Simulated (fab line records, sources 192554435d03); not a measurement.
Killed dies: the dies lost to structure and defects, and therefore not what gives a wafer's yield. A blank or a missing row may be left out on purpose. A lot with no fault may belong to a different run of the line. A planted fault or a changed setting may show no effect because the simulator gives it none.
Check for tools in common	flow n5 finfet	Sampled: 11 lots, 29 wafers

THE REASON FOR OPENING IT
N5_BEOL_M10_OVL_MEAS_12, reading M10_OVL: flagged on 2 of 11 lots. Fault-free wafers read -0.4 nm, with a standard deviation of 0.76.
Rule: a lot is flagged in two cases, either no wafer of it has a number, or all its wafers with numbers fall more than 4 standard deviations from that mean. The rest of the lots are taken to be sound.

lot	measured	on	M10_OVL (nm), wafer by wafer	flag
L755	day 9 23:59	overlay-02	1.1 0.1 0.0	
L756	day 10 16:52	overlay-01	0.0 0.8 0.0	
L759	day 10 20:54	overlay-01	-0.7 -0.6 -2.0	
L760	day 11 15:28	overlay-01	-0.3 -0.4	
L762	day 12 03:17	overlay-02	-0.3 -0.5	
L768	day 13 23:11	overlay-01	5.6 4.9 3.4	FLAGGED
L770	day 14 13:57	overlay-01	5.1 5.1 4.9	FLAGGED
L774	day 15 06:31	overlay-01	-1.9 -1.6	
L775	day 15 13:34	overlay-02	-0.6 0.8 0.1	
L772	day 15 23:44	overlay-01	-0.5 -1.7	
L776	day 16 04:40	overlay-02	0.1 -0.2 -0.2	
Average over the flagged lots: 4.8 nm; offset from the usual +5.2 nm, equal to +7 standard deviations.

TOOL THAT RAN EACH LOT
The record holds 2 process steps before the reading, out of a route of 1938 steps. Cell contents, in order: the tool; ch with the chambers the sampled wafers went through; the start.
lot	flag	N5_BEOL_M9_ANNEAL_51	N5_BEOL_M10_EXPOSE_08
L755		rtp anneal-01 ch 0, day 9 20:49	arfi scanner-02 ch 0, day 9 23:50
L756		rtp anneal-02 ch 0, day 10 14:08	arfi scanner-01 ch 0, day 10 16:44
L759		rtp anneal-01 ch 0, day 10 17:59	arfi scanner-01 ch 0, day 10 20:45
L760		rtp anneal-02 ch 0, day 11 11:05	arfi scanner-03 ch 0, day 11 15:19
L762		rtp anneal-01 ch 0, day 12 01:17	arfi scanner-03 ch 0, day 12 03:08
L768	FLAGGED	rtp anneal-02 ch 0, day 13 20:07	arfi scanner-01 ch 0, day 13 23:02
L770	FLAGGED	rtp anneal-01 ch 0, day 14 10:01	arfi scanner-01 ch 0, day 14 13:47
L774		rtp anneal-01 ch 0, day 15 02:11	arfi scanner-02 ch 0, day 15 06:22
L775		rtp anneal-02 ch 0, day 15 11:14	arfi scanner-03 ch 0, day 15 13:25
L772		rtp anneal-01 ch 0, day 15 20:19	arfi scanner-03 ch 0, day 15 23:35
L776		rtp anneal-02 ch 0, day 16 00:23	arfi scanner-02 ch 0, day 16 04:31
What is done by these steps:
- N5_BEOL_M9_ANNEAL_51: time 90 s.
- N5_BEOL_M10_EXPOSE_08: exposes mask M10.
- N5_BEOL_M10_OVL_MEAS_12

FLAGGED AGAINST TOTAL, ONE TOOL AT A TIME (gauges that did the reading follow at the end)
step	tool	lots run	flagged	share of the flagged lots	sound lots run after its first flagged lot
N5_BEOL_M9_ANNEAL_51	rtp anneal-01	6	1	some	2 (L774,L772)
N5_BEOL_M9_ANNEAL_51	rtp anneal-02	5	1	some	2 (L775,L776)
N5_BEOL_M10_EXPOSE_08	arfi scanner-01	4	2	all	0
N5_BEOL_M10_EXPOSE_08	arfi scanner-02	3	0	none	-
N5_BEOL_M10_EXPOSE_08	arfi scanner-03	4	0	none	-
N5_BEOL_M10_OVL_MEAS_12	overlay-01	7	2	all	2 (L774,L772)
N5_BEOL_M10_OVL_MEAS_12	overlay-02	4	0	none	-

WHAT IS ALLOWED BY THE TABLE
arfi scanner-01 at N5_BEOL_M10_EXPOSE_08 and overlay-01 at N5_BEOL_M10_OVL_MEAS_12 are the 2 rows of the table that ran each flagged lot.
- arfi scanner-01 at N5_BEOL_M10_EXPOSE_08 ran 4 lots, 2 of them flagged. It ran its last sound lot, L759, at day 10 20:45 and its first flagged lot, L768, at day 13 23:02: a fault with its onset between the two fits.
- overlay-01 at N5_BEOL_M10_OVL_MEAS_12 ran 7 lots, 2 of them flagged. After the first flagged lot (L774, L772), sound lots still ran on it; a lasting fault on the whole tool would not permit that.
Left over: one tool, arfi scanner-01 at N5_BEOL_M10_EXPOSE_08.

WHAT THE SIMULATOR PUT IN
Scanner matching overlay: arfi scanner-01, from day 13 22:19 on, at N5_BEOL_M10_EXPOSE_08. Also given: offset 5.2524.
Lots struck among those shown: L768, L770. This agrees with what the rule above found.
